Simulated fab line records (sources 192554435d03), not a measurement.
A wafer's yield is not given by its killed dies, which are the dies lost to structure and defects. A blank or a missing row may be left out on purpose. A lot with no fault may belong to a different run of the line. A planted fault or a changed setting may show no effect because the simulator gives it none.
8D (eight disciplines) problem report, filled in by code -- flow n5Finfet -- the parts of the form that need people (team, actions taken, sign-off) are left out

## 1. THE ISSUE
Mean of spinSpeedRpm at N5_BEOL_M1_COAT_05: 1578.8 rpm across 6 wafers in 2 lots; on wafers with no fault it is 1500.0 rpm (standard deviation 0.93). Measured from the usual mean, that is +85 standard deviations.
The step: resist thk 30 nm.
Seen first at day 7 19:24 on lithoTrack-03, wafer L623.3. The record has a number at this step for 12 wafers belonging to 4 lots. By rule, "out" or "out of limits" means more than 4 standard deviations away from the usual mean. The other wafers with a number count as sound.

## 2. WHAT IT IS, WHAT IT ISN'T
question,is,is not
which readings at this step,spinSpeedRpm,dispensePressureKPa
which lots,"L623, L624","L617, L627"
which wafers of those lots,all that have a number,-
read on which tools,lithoTrack-03,lithoTrack-04
when,from day 7 19:24,up to then (3 sound wafers); but 3 sound wafers of L627 came after

## 3. THE SUSPECTS, EACH WITH WHAT RULES IT OUT
Counting: a tool at any process step up to the reading remains a suspect when it ran all the lots that are out and ran no sound lot after the first of those.
- lithoTrack-03 at N5_BEOL_M1_COAT_05 (resist thk 30 nm): kept. It ran every lot that is out, first L623 (day 7 19:24), and no sound lot after that; its last sound lot up to then is L617 (day 6 15:28). Out on those wafers are its own readings of spinSpeedRpm.
Remaining after the count: lithoTrack-03 at N5_BEOL_M1_COAT_05.

## 4. THE CAUSE (what the simulator had put in)
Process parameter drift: lithoTrack-03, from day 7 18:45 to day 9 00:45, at N5_BEOL_M1_COAT_05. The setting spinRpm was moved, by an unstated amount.
This tool alone remained once counting was done.

## 5. SEQUENCE OF EFFECTS, ordered by route
Rows list readings where the struck wafers' mean (over those with a number) sits beyond 3 standard deviations from the usual. Readings are gone through only where the record gives a usual standard deviation; hours: the median, over the lots, of the time from a lot's start at the first step in this table giving one to that lot's start at this step; sigmas: the change measured in usual standard deviations.
hours,step,reading,usual,on struck wafers,change,sigmas
0,N5_BEOL_M1_COAT_05,spinSpeedRpm,1500.0 rpm,1578.8,+78.8,+85
It contains these process steps:
- N5_BEOL_M1_COAT_05: resist thk 30 nm.
Later measuring or inspecting steps at which every struck wafer that the step has a row for has a number for every such reading, and none has moved that far: N5_BEOL_M4_RC_MEAS_101.

## 6. WHAT WOULD HAVE CAUGHT IT SOONER
In this record the first reading out of limits was taken at day 7 19:24, 1 hour after the fault began at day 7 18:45.
